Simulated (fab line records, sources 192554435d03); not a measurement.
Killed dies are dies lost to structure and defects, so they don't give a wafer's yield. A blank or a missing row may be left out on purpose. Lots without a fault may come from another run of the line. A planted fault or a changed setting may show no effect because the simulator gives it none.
fab line records | flow n5_finfet
record lots=24 wafers=72 last_day=17
route steps=1938 shown BEOL_M3@955
lots that met no fault: from a run of the same line without faults
start_h: hours from the record's first day to the start of the lot's first wafer shown | wait_h: hours since the lot's step before | " the same as in the row above | L1.1+2: a row that stands for several wafers | - no value, or no start given | * or withheld: withheld | < > ~ a bound
route shown NAME@n: a module of which the file shows steps, and the number in the route of the first | usual: mean/standard deviation of fault-free wafers | same: alike in all rows | chamber/n: place in a boat | sites: the reading at each site | _std_site: their standard deviation | _edge_site: outer sites' mean less inner sites' | radius_mm: how far each site lies from the wafer's centre | mask NAME#n: copy n | behind: the tool/chamber that last shaped the wafer | hold: why the lot was held/for how many hours/how that ended | device: the transistor (n, p or np) that didn't switch | end of line: the same wafers' tests at the end of the route | a step without rows: its recipe alone | killed: dies lost to structure and defects at the first sort, not the wafer's yield | map: a wafer's dies, x killed, . not, _ none there
set.NAME: the setting as run; set.NAME@STEP: as run at that earlier step | model.NAME: the simulator's own value behind a step, which no gauge read
steps of the route over a sample of lots; a table a step, a row a wafer
services: from which hour (start_h, from the record's first day; less than 0 if before it) a tool's chamber was out of use, for how many hours, and why
## steps
# step N5_BEOL_M3_STRIP_19
# recipe chemistry=O2 power_w=400 temp_c=40 pressure_mtorr=30 rf_frequency_hz=6e+07 bias_power_w=0 overash_fraction=0.2 o2_flow_sccm=225
# usual drypump_motor_current_A=5.8/0.57 oes_product_au=0.79/0.059 rf_vpp_V=3.7/0.48 showerhead_plenum_p_Torr=2.10/0.045 throttle_valve_pct=16.64/0.22
# same overash_fraction=0.2
# columns lot.wafer tool chamber start_h wait_h drypump_motor_current_A oes_product_au rf_hours_counter_h rf_vpp_V showerhead_plenum_p_Torr throttle_valve_pct
L074.2 rie_diel-02 1 144.87 0.1 5.7 0.81 82 3.3 2.03 16.48
L074.3 " 2 " " 6.5 0.74 153 4.3 2.13 16.99
L074.4 " 3 " " 5.4 0.77 152 4.4 2.10 16.88
L075.1 rie_diel-02 2 148.54 0.1 6.4 0.74 154 3.3 2.13 16.98
L075.5 " 2 " " 6.5 0.73 - 4.1 2.13 16.98
L075.6 " 3 " " 5.4 0.76 - 3.7 2.10 16.88
L076.3 rie_diel-05 0 149.46 0.1 5.8 0.73 216 3.7 2.05 16.58
L076.4 " 2 " " 5.9 0.83 88 3.6 2.13 16.48
L076.6 " 2 " " 5.9 0.83 - 4.6 2.13 16.48
L077.3 rie_diel-02 2 165.78 0.1 6.5 0.72 159 3.3 2.13 17.00
L077.4 " 1 " " 5.7 0.80 87 3.3 2.03 16.49
L077.6 " 2 " " 6.5 0.72 - 3.3 2.13 16.99
L079.2 rie_diel-03 2 175.61 0.2 5.7 0.70 230 3.7 2.17 16.85
L079.4 " 0 " " 5.3 0.84 76 3.5 2.05 16.66
L079.6 " 2 " " 5.8 0.71 - 4.0 2.17 16.84
L078.1 rie_diel-05 2 175.78 0.1 5.9 0.83 96 3.6 2.13 16.52
L078.5 " 1 " " 5.7 0.74 - 3.1 2.17 16.50
L078.6 " 0 " " 5.8 0.72 - 3.7 2.05 16.59
L080.4 rie_diel-03 1 192.43 0.1 4.8 0.90 - 4.5 2.15 16.47
L080.5 " 3 " " 6.6 0.82 - 4.0 2.13 16.50
L080.6 " 0 " " 5.3 0.83 - 3.7 2.05 16.65
L081.1 rie_diel-03 1 192.65 0.1 4.8 0.89 21 3.4 2.15 16.47
L081.2 " 3 " " 6.6 0.82 92 2.5 2.12 16.50
L081.5 " 3 " " 6.7 0.82 - 3.3 2.12 16.50
L083.1 rie_diel-03 0 196.26 0.1 5.3 0.83 84 3.3 2.05 16.65
L083.3 " 1 " " 4.8 0.89 22 4.3 2.15 16.46
L083.5 " 3 " " 6.7 0.82 - 3.8 2.12 16.50
L082.1 rie_diel-03 3 200.15 0.1 6.6 0.81 95 4.4 2.12 16.52
L082.3 " 1 " " 4.8 0.89 - 4.2 2.15 16.47
L082.5 " 1 " " 4.8 0.89 - 3.7 2.14 16.47
L084.3 rie_diel-02 0 201.49 0.1 5.4 0.87 54 4.6 2.07 16.32
L084.4 " 3 " " 5.4 0.75 169 3.3 2.09 16.90
L084.5 " 1 " " 5.7 0.81 - 3.8 2.02 16.51
L085.1 rie_diel-05 3 205.95 0.1 6.4 0.82 93 3.5 2.05 16.92
L085.4 " 2 " " 5.9 0.81 107 3.3 2.12 16.52
L085.5 " 1 " " 5.6 0.73 - 3.3 2.17 16.49
L088.2 rie_diel-05 3 220.97 0.1 6.4 0.82 97 4.0 2.05 16.92
L088.4 " 2 " " 5.9 0.80 112 3.8 2.12 16.52
L088.6 " 3 " " 6.4 0.82 - 4.1 2.05 16.94
L086.2 rie_diel-02 1 225.39 0.1 5.7 0.79 105 3.1 2.02 16.53
L086.5 " 3 " " 5.4 0.74 - 4.2 2.09 16.91
L086.6 " 0 " " 5.3 0.86 - 4.5 2.07 16.31
L087.1 rie_diel-02 3 231.49 0.4 5.4 0.75 177 3.4 2.09 16.92
L087.4 " 0 " " 5.4 0.87 63 3.2 2.07 16.32
L087.5 " 1 " " 5.7 0.79 - 2.8 2.02 16.53
L089.2 rie_diel-02 2 239.84 0.1 6.4 0.71 181 5.1 2.12 17.03
L089.4 " 3 " " 5.4 0.75 180 3.4 2.09 16.94
L089.6 " 3 " " 5.4 0.74 - 4.2 2.09 16.92
L090.3 rie_diel-03 1 242.66 0.1 4.8 0.87 35 3.7 2.14 16.48
L090.5 " 3 " " 6.6 0.80 - 3.3 2.12 16.52
L090.6 " 0 " " 5.3 0.81 - 4.7 2.04 16.66
L092.3 rie_diel-03 3 246.82 0.1 6.6 0.80 108 3.3 2.12 16.53
L092.4 " 2 " " 5.7 0.69 245 3.8 2.17 16.86
L092.5 " 0 " " 5.3 0.81 - 4.0 2.04 16.68
L091.1 rie_diel-03 2 247.09 0.1 5.8 0.69 245 3.5 2.17 16.87
L091.2 " 1 " " 4.8 0.87 36 3.7 2.14 16.51
L091.6 " 3 " " 6.6 0.80 - 3.4 2.12 16.54
L093.2 rie_diel-02 0 259.72 0.4 5.4 0.84 70 3.5 2.07 16.33
L093.4 " 3 " " 5.4 0.74 185 4.5 2.09 16.94
L093.5 " 0 " " 5.4 0.85 - 4.0 2.07 16.34
L095.1 rie_diel-05 1 260.41 0.2 5.7 0.71 188 2.9 2.16 16.53
L095.4 " 2 " " 5.9 0.79 126 2.4 2.12 16.55
L095.5 " 3 " " 6.4 0.80 - 3.8 2.05 16.95
L094.1 rie_diel-03 3 264.24 0.1 6.6 0.80 114 3.8 2.12 16.55
L094.2 " 0 " " 5.3 0.81 104 3.2 2.04 16.68
L094.4 " 3 " " 6.6 0.80 - 4.0 2.12 16.54
L096.1 rie_diel-05 2 282.25 0.2 5.9 0.77 134 4.4 2.12 16.56
L096.2 " 3 " " 6.4 0.80 116 2.3 2.05 16.95
L096.3 " 1 " " 5.6 0.71 196 4.3 2.16 16.55
L097.1 rie_diel-02 0 291.54 0.2 5.4 0.84 80 4.5 2.06 16.33
L097.2 " 1 " " 5.7 0.77 122 3.7 2.02 16.55
L097.6 " 0 " " 5.4 0.84 - 3.9 2.07 16.34
# step N5_BEOL_M3_SPUTTER_48
# recipe material=Cu target_thk_a=45 temp_c=-20 chamber_pressure_pa=0.07 power_w=withheld time_s=8.29
# usual throttle_valve_pct=29.9/1.1
# columns lot.wafer tool chamber start_h wait_h throttle_valve_pct
L074.2 pvd_sputter-02 - 153.25 0.1 29.1
L074.3 " - " " 27.8
L074.4 " - " " 30.7
L075.1 pvd_sputter-01 - 153.65 0.2 30.8
L075.5 " - " " 30.7
L075.6 " - " " 28.9
L076.3 pvd_sputter-03 - 156.10 0.1 30.1
L076.4 " - " " 29.7
L076.6 " - " " 30.0
L078.1 pvd_sputter-01 - 180.06 0.3 31.2
L078.5 " - " " 28.9
L078.6 " - " " 30.5
L077.3 pvd_sputter-02 - 180.73 0.1 29.2
L077.4 " - " " 30.7
L077.6 " - " " 30.3
L079.2 pvd_sputter-02 - 184.90 0.1 29.2
L079.4 " - " " 32.4
L079.6 " - " " 30.7
L080.4 pvd_sputter-01 - 195.46 0.0 31.1
L080.5 " - " " 30.8
L080.6 " - " " 29.4
L081.1 pvd_sputter-02 - 195.52 0.1 29.0
L081.2 " - " " 27.8
L081.5 " - " " 30.9
L083.1 pvd_sputter-03 - 200.29 0.1 30.0
L083.3 " - " " 30.1
L083.5 " - " " 28.7
L082.1 pvd_sputter-02 - 208.28 0.1 28.0
L082.3 " - " " 29.3
L082.5 " - " " 32.4
L084.3 pvd_sputter-02 - 211.25 0.1 32.2
L084.4 " - " " 30.5
L084.5 " - " " 30.5
L085.1 pvd_sputter-03 - 215.73 0.1 28.4
L085.4 " - " " 29.9
L085.5 " - " " 28.7
L088.2 pvd_sputter-01 - 229.82 0.2 30.2
L088.4 " - " " 29.2
L088.6 " - " " 29.1
L086.2 pvd_sputter-02 - 232.76 0.1 27.9
L086.5 " - " " 30.5
L086.6 " - " " 29.0
L087.1 pvd_sputter-01 - 239.34 0.2 30.6
L087.4 " - " " 31.1
L087.5 " - " " 30.4
L090.3 pvd_sputter-03 - 246.30 0.1 29.8
L090.5 " - " " 28.4
L090.6 " - " " 30.1
L089.2 pvd_sputter-02 - 248.97 0.1 32.2
L089.4 " - " " 30.5
L089.6 " - " " 30.9
L092.3 pvd_sputter-03 - 250.90 0.2 28.3
L092.4 " - " " 29.9
L092.5 " - " " 29.9
L091.1 pvd_sputter-01 - 251.83 0.1 29.1
L091.2 " - " " 30.7
L091.6 " - " " 28.6
L093.2 pvd_sputter-01 - 266.01 0.1 29.6
L093.4 " - " " 30.6
L093.5 " - " " 31.2
L095.1 pvd_sputter-01 - 267.89 0.2 29.5
L095.4 " - " " 28.8
L095.5 " - " " 29.2
L094.1 pvd_sputter-01 - 278.60 0.1 30.8
L094.2 " - " " 29.1
L094.4 " - " " 29.7
L096.1 pvd_sputter-01 - 290.45 0.1 29.3
L096.2 " - " " 30.9
L096.3 " - " " 29.2
L097.1 pvd_sputter-01 - 294.53 0.1 29.2
L097.2 " - " " 30.8
L097.6 " - " " 30.5
# step N5_BEOL_M3_ANNEAL_49
# recipe temp_c=400 time_s=240 ambient=vacuum
# usual heater_power_w=807/47
# columns lot.wafer tool chamber start_h wait_h heater_power_w
L074.2 pvd_sputter-02 - 153.33 0.0 789
L074.3 " - " " 867
L074.4 " - " " 787
L075.1 pvd_sputter-01 - 153.73 0.0 808
L075.5 " - " " 777
L075.6 " - " " 841
L076.3 pvd_sputter-03 - 156.18 0.0 886
L076.4 " - " " 819
L076.6 " - " " 888
L078.1 pvd_sputter-01 - 180.14 0.0 813
L078.5 " - " " 844
L078.6 " - " " 778
L077.3 pvd_sputter-02 - 180.81 0.0 801
L077.4 " - " " 802
L077.6 " - " " 818
L079.2 pvd_sputter-02 - 184.98 0.0 804
L079.4 " - " " 819
L079.6 " - " " 799
L080.4 pvd_sputter-01 - 195.54 0.0 806
L080.5 " - " " 804
L080.6 " - " " 711
L081.1 pvd_sputter-02 - 195.60 0.0 787
L081.2 " - " " 892
L081.5 " - " " 804
L083.1 pvd_sputter-03 - 200.37 0.0 879
L083.3 " - " " 803
L083.5 " - " " 835
L082.1 pvd_sputter-02 - 208.36 0.0 857
L082.3 " - " " 770
L082.5 " - " " 800
L084.3 pvd_sputter-02 - 211.33 0.0 805
L084.4 " - " " 808
L084.5 " - " " 799
L085.1 pvd_sputter-03 - 215.81 0.0 829
L085.4 " - " " 833
L085.5 " - " " 831
L088.2 pvd_sputter-01 - 229.90 0.0 779
L088.4 " - " " 838
L088.6 " - " " 850
L086.2 pvd_sputter-02 - 232.84 0.0 854
L086.5 " - " " 818
L086.6 " - " " 790
L087.1 pvd_sputter-01 - 239.42 0.0 808
L087.4 " - " " 800
L087.5 " - " " 768
L090.3 pvd_sputter-03 - 246.38 0.0 864
L090.5 " - " " 830
L090.6 " - " " 798
L089.2 pvd_sputter-02 - 249.05 0.0 819
L089.4 " - " " 788
L089.6 " - " " 804
L092.3 pvd_sputter-03 - 250.98 0.0 826
L092.4 " - " " 822
L092.5 " - " " 840
L091.1 pvd_sputter-01 - 251.91 0.0 849
L091.2 " - " " 785
L091.6 " - " " 840
L093.2 pvd_sputter-01 - 266.09 0.0 682
L093.4 " - " " 802
L093.5 " - " " 829
L095.1 pvd_sputter-01 - 267.97 0.0 701
L095.4 " - " " 844
L095.5 " - " " 862
L094.1 pvd_sputter-01 - 278.68 0.0 783
L094.2 " - " " 840
L094.4 " - " " 700
L096.1 pvd_sputter-01 - 290.53 0.0 701
L096.2 " - " " 819
L096.3 " - " " 844
L097.1 pvd_sputter-01 - 294.61 0.0 841
L097.2 " - " " 797
L097.6 " - " " 787
# step N5_BEOL_M3_SPUTTER_79
# recipe material=Cu target_thk_a=45 temp_c=-20 chamber_pressure_pa=0.07 power_w=withheld time_s=8.29
# usual throttle_valve_pct=29.9/1.1
# columns lot.wafer tool chamber start_h wait_h throttle_valve_pct
L074.2 pvd_sputter-02 - 153.47 0.1 29.5
L074.3 " - " " 27.9
L074.4 " - " " 30.6
L075.1 pvd_sputter-01 - 153.87 0.1 30.7
L075.5 " - " " 30.5
L075.6 " - " " 29.0
L076.3 pvd_sputter-03 - 156.32 0.1 30.3
L076.4 " - " " 30.3
L076.6 " - " " 30.2
L078.1 pvd_sputter-01 - 180.30 0.1 31.4
L078.5 " - " " 29.0
L078.6 " - " " 30.8
L077.3 pvd_sputter-02 - 180.95 0.1 29.2
L077.4 " - " " 30.4
L077.6 " - " " 30.5
L079.2 pvd_sputter-02 - 185.12 0.1 29.0
L079.4 " - " " 32.2
L079.6 " - " " 30.6
L080.4 pvd_sputter-01 - 195.68 0.1 31.2
L080.5 " - " " 31.2
L080.6 " - " " 29.5
L081.1 pvd_sputter-02 - 195.74 0.1 29.1
L081.2 " - " " 27.8
L081.5 " - " " 30.6
L083.1 pvd_sputter-03 - 200.51 0.1 30.2
L083.3 " - " " 30.0
L083.5 " - " " 28.4
L082.1 pvd_sputter-02 - 208.50 0.1 27.6
L082.3 " - " " 29.3
L082.5 " - " " 32.2
L084.3 pvd_sputter-02 - 211.47 0.1 32.4
L084.4 " - " " 30.5
L084.5 " - " " 30.6
L085.1 pvd_sputter-03 - 215.95 0.1 28.4
L085.4 " - " " 30.0
L085.5 " - " " 28.3
L088.2 pvd_sputter-01 - 230.04 0.1 30.7
L088.4 " - " " 29.2
L088.6 " - " " 29.0
L086.2 pvd_sputter-02 - 232.98 0.1 28.2
L086.5 " - " " 30.5
L086.6 " - " " 29.3
L087.1 pvd_sputter-01 - 239.56 0.1 30.5
L087.4 " - " " 31.2
L087.5 " - " " 30.8
L090.3 pvd_sputter-03 - 246.52 0.1 30.0
L090.5 " - " " 28.4
L090.6 " - " " 30.1
L089.2 pvd_sputter-02 - 249.19 0.1 31.9
L089.4 " - " " 30.6
L089.6 " - " " 30.5
L092.3 pvd_sputter-03 - 251.12 0.1 28.4
L092.4 " - " " 29.8
L092.5 " - " " 30.1
L091.1 pvd_sputter-01 - 252.05 0.1 29.0
L091.2 " - " " 30.5
L091.6 " - " " 28.9
L093.2 pvd_sputter-01 - 266.23 0.1 29.0
L093.4 " - " " 30.5
L093.5 " - " " 31.3
L095.1 pvd_sputter-01 - 268.11 0.1 29.4
L095.4 " - " " 29.0
L095.5 " - " " 29.0
L094.1 pvd_sputter-01 - 278.82 0.1 30.8
L094.2 " - " " 28.9
L094.4 " - " " 29.0
L096.1 pvd_sputter-01 - 290.67 0.1 29.6
L096.2 " - " " 31.1
L096.3 " - " " 29.0
L097.1 pvd_sputter-01 - 294.75 0.1 28.9
L097.2 " - " " 30.5
L097.6 " - " " 30.4
# step N5_BEOL_M3_SPUTTER_81
# recipe material=Cu target_thk_a=45 temp_c=-20 chamber_pressure_pa=0.07 power_w=withheld time_s=8.29
# usual throttle_valve_pct=29.9/1.1
# columns lot.wafer tool chamber start_h wait_h throttle_valve_pct
L074.2 pvd_sputter-02 - 153.69 0.1 28.9
L074.3 " - " " 27.8
L074.4 " - " " 30.3
L075.1 pvd_sputter-01 - 154.09 0.1 30.5
L075.5 " - " " 30.6
L075.6 " - " " 29.1
L076.3 pvd_sputter-03 - 156.54 0.1 30.0
L076.4 " - " " 29.9
L076.6 " - " " 30.2
L078.1 pvd_sputter-01 - 180.53 0.1 31.0
L078.5 " - " " 29.2
L078.6 " - " " 30.7
L077.3 pvd_sputter-02 - 181.17 0.1 29.3
L077.4 " - " " 30.5
L077.6 " - " " 30.4
L079.2 pvd_sputter-02 - 185.34 0.1 29.2
L079.4 " - " " 32.6
L079.6 " - " " 30.7
L080.4 pvd_sputter-01 - 195.90 0.1 31.0
L080.5 " - " " 31.2
L080.6 " - " " 29.5
L081.1 pvd_sputter-02 - 195.96 0.1 29.2
L081.2 " - " " 27.4
L081.5 " - " " 30.6
L083.1 pvd_sputter-03 - 200.73 0.1 30.1
L083.3 " - " " 30.0
L083.5 " - " " 28.6
L082.1 pvd_sputter-02 - 208.72 0.1 27.7
L082.3 " - " " 29.3
L082.5 " - " " 32.4
L084.3 pvd_sputter-02 - 211.69 0.1 32.4
L084.4 " - " " 30.6
L084.5 " - " " 30.7
L085.1 pvd_sputter-03 - 216.17 0.1 28.3
L085.4 " - " " 29.8
L085.5 " - " " 28.5
L088.2 pvd_sputter-01 - 230.26 0.1 30.5
L088.4 " - " " 29.0
L088.6 " - " " 28.7
L086.2 pvd_sputter-02 - 233.20 0.1 27.4
L086.5 " - " " 30.2
L086.6 " - " " 29.3
L087.1 pvd_sputter-01 - 239.78 0.1 30.7
L087.4 " - " " 30.6
L087.5 " - " " 30.5
L090.3 pvd_sputter-03 - 246.74 0.1 30.0
L090.5 " - " " 28.4
L090.6 " - " " 29.8
L089.2 pvd_sputter-02 - 249.41 0.1 32.0
L089.4 " - " " 30.4
L089.6 " - " " 30.5
L092.3 pvd_sputter-03 - 251.34 0.1 28.3
L092.4 " - " " 30.0
L092.5 " - " " 29.8
L091.1 pvd_sputter-01 - 252.27 0.1 28.9
L091.2 " - " " 30.8
L091.6 " - " " 29.2
L093.2 pvd_sputter-01 - 266.45 0.1 29.6
L093.4 " - " " 30.4
L093.5 " - " " 30.9
L095.1 pvd_sputter-01 - 268.33 0.1 29.5
L095.4 " - " " 29.1
L095.5 " - " " 29.1
L094.1 pvd_sputter-01 - 279.04 0.1 30.6
L094.2 " - " " 28.7
L094.4 " - " " 29.7
L096.1 pvd_sputter-01 - 290.89 0.1 29.5
L096.2 " - " " 31.3
L096.3 " - " " 28.8
L097.1 pvd_sputter-01 - 294.97 0.1 29.1
L097.2 " - " " 30.9
L097.6 " - " " 30.6
# step N5_BEOL_M3_ANNEAL_91
# recipe temp_c=400 time_s=240 ambient=vacuum
# usual heater_power_w=804/49
# columns lot.wafer tool chamber start_h wait_h heater_power_w
L074.2 pvd_sputter-02 - 154.43 0.0 792
L074.3 " - " " 883
L074.4 " - " " 808
L075.1 pvd_sputter-01 - 154.83 0.0 800
L075.5 " - " " 783
L075.6 " - " " 843
L076.3 pvd_sputter-03 - 157.28 0.0 847
L076.4 " - " " 824
L076.6 " - " " 879
L078.1 pvd_sputter-01 - 181.34 0.0 828
L078.5 " - " " 833
L078.6 " - " " 812
L077.3 pvd_sputter-02 - 181.91 0.0 787
L077.4 " - " " 789
L077.6 " - " " 804
L079.2 pvd_sputter-02 - 186.08 0.0 789
L079.4 " - " " 796
L079.6 " - " " 808
L080.4 pvd_sputter-01 - 196.64 0.0 822
L080.5 " - " " 802
L080.6 " - " " 684
L081.1 pvd_sputter-02 - 196.70 0.0 766
L081.2 " - " " 847
L081.5 " - " " 789
L083.1 pvd_sputter-03 - 201.47 0.0 871
L083.3 " - " " 828
L083.5 " - " " 842
L082.1 pvd_sputter-02 - 209.46 0.0 851
L082.3 " - " " 788
L082.5 " - " " 806
L084.3 pvd_sputter-02 - 212.43 0.0 807
L084.4 " - " " 804
L084.5 " - " " 809
L085.1 pvd_sputter-03 - 216.91 0.0 824
L085.4 " - " " 837
L085.5 " - " " 835
L088.2 pvd_sputter-01 - 231.00 0.0 779
L088.4 " - " " 832
L088.6 " - " " 834
L086.2 pvd_sputter-02 - 233.94 0.0 838
L086.5 " - " " 803
L086.6 " - " " 802
L087.1 pvd_sputter-01 - 240.52 0.0 787
L087.4 " - " " 823
L087.5 " - " " 796
L090.3 pvd_sputter-03 - 247.48 0.0 848
L090.5 " - " " 824
L090.6 " - " " 831
L089.2 pvd_sputter-02 - 250.15 0.0 811
L089.4 " - " " 792
L089.6 " - " " 802
L092.3 pvd_sputter-03 - 252.08 0.0 833
L092.4 " - " " 817
L092.5 " - " " 816
L091.1 pvd_sputter-01 - 253.01 0.0 826
L091.2 " - " " 786
L091.6 " - " " 857
L093.2 pvd_sputter-01 - 267.19 0.0 665
L093.4 " - " " 802
L093.5 " - " " 820
L095.1 pvd_sputter-01 - 269.07 0.0 688
L095.4 " - " " 832
L095.5 " - " " 852
L094.1 pvd_sputter-01 - 279.78 0.0 790
L094.2 " - " " 832
L094.4 " - " " 687
L096.1 pvd_sputter-01 - 291.63 0.0 680
L096.2 " - " " 812
L096.3 " - " " 828
L097.1 pvd_sputter-01 - 295.71 0.0 839
L097.2 " - " " 761
L097.6 " - " " 789
## services
# columns tool chamber start_h hours kind
rie_diel-05 - 122.19 0.2 repair
rie_diel-05 3 129.67 16.7 repair
pvd_sputter-01 - 150.27 1.8 repair
rie_diel-05 - 159.80 1.1 repair
rie_diel-03 2 189.48 14.7 repair
rie_diel-02 - 249.58 2.8 pm
rie_diel-03 2 261.75 - clean
rie_diel-03 2 261.75 - consumable_replace:focus_ring
rie_diel-03 2 261.75 24.2 scheduled_down
rie_diel-03 2 261.75 24.2 vent_cycle
rie_diel-05 0 269.66 - clean
rie_diel-05 0 269.66 - consumable_replace:focus_ring
rie_diel-05 0 269.66 24.8 scheduled_down
rie_diel-05 0 269.66 24.8 vent_cycle
## key
fault none
